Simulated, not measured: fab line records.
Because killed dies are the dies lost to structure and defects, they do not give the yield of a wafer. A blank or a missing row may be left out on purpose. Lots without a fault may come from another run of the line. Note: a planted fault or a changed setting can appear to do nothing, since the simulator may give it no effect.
Chamber matching | flow nand harc | NHARC_A_M0_DESCUM_14 on rie diel-09 has 4 sister chambers
The step chemistry O2, time 3 s. 14 wafers are shown with their chamber, then 7 later ones without.

## EACH WAFER AND ITS CHAMBER
wafer  | chamber | showerhead plenum p Torr (Torr) | drypump motor current A (A) | oes product au (a.u.)
L083.2 | 3       | 1.97                            | 6.2                         | 0.978
L083.3 | 0       | 1.84                            | 6.0                         | 0.987
L083.4 | 2       | 1.89                            | 6.2                         | 1.000
L085.1 | 2       | 1.89                            | 6.3                         | 0.998
L085.3 | 3       | 1.97                            | 6.2                         | 0.992
L085.5 | 1       | 1.85                            | 6.1                         | 0.982
L089.3 | 0       | 1.84                            | 6.0                         | 1.004
L089.4 | 3       | 1.97                            | 6.3                         | 0.996
L089.5 | 0       | 1.84                            | 6.1                         | 1.007
L084.2 | 1       | 1.85                            | 6.1                         | 0.988
L084.3 | 0       | 1.84                            | 6.0                         | 0.985
L084.4 | 1       | 1.85                            | 6.1                         | 0.988
L091.4 | 2       | 1.88                            | 6.2                         | 0.996
L091.5 | 2       | 1.88                            | 6.2                         | 0.995

SIGNATURES (averages over the wafers above)
reading                  | chamber 0 | chamber 1 | chamber 2 | chamber 3 | scatter within a chamber
showerhead plenum p Torr | 1.8400    | 1.8500    | 1.8850    | 1.9700    | 0.00316
drypump motor current A  | 6.025     | 6.100     | 6.225     | 6.233     | 0.0465
oes product au           | 0.99575   | 0.98600   | 0.99725   | 0.98867   | 0.00777
Rule: a wafer's distance from a chamber is the root of the sum, over the readings, of the square of ((its reading less the chamber's mean) divided by the reading's scatter). The wafer belongs to the nearest chamber; if the next one is less than 2 further off, it can't be placed. The scatter is the square root of a quotient: the sum, over the shown wafers, of each reading's squared deviation from its chamber's mean, divided by wafers minus chambers.

## WAFERS WITH NO CHAMBER GIVEN
wafer  | showerhead plenum p Torr (Torr) | drypump motor current A (A) | oes product au (a.u.)
L091.6 | 1.85                            | 6.0                         | 0.992
L094.1 | 1.84                            | 6.1                         | 0.998
L094.3 | 1.97                            | 6.2                         | 0.986
L094.5 | 1.97                            | 6.1                         | 0.984
L097.2 | 1.88                            | 6.3                         | 1.004
L097.3 | 1.85                            | 6.1                         | 1.004
L097.6 | 1.85                            | 6.1                         | 0.991

## WHICH CHAMBER EACH ONE RAN IN
wafer  | from the rows above     | in truth
L091.6 | can't be placed: 1 or 0 | 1
L094.1 | can't be placed: 0 or 1 | 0
L094.3 | 3                       | 3
L094.5 | 3                       | 3
L097.2 | 2                       | 2
L097.3 | can't be placed: 1 or 0 | 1
L097.6 | 1                       | 1
Placed correctly: 4 of 7. Cannot be placed on the basis of these rows: 3; the candidates contain the true chamber in 3. 0 placed wrongly.
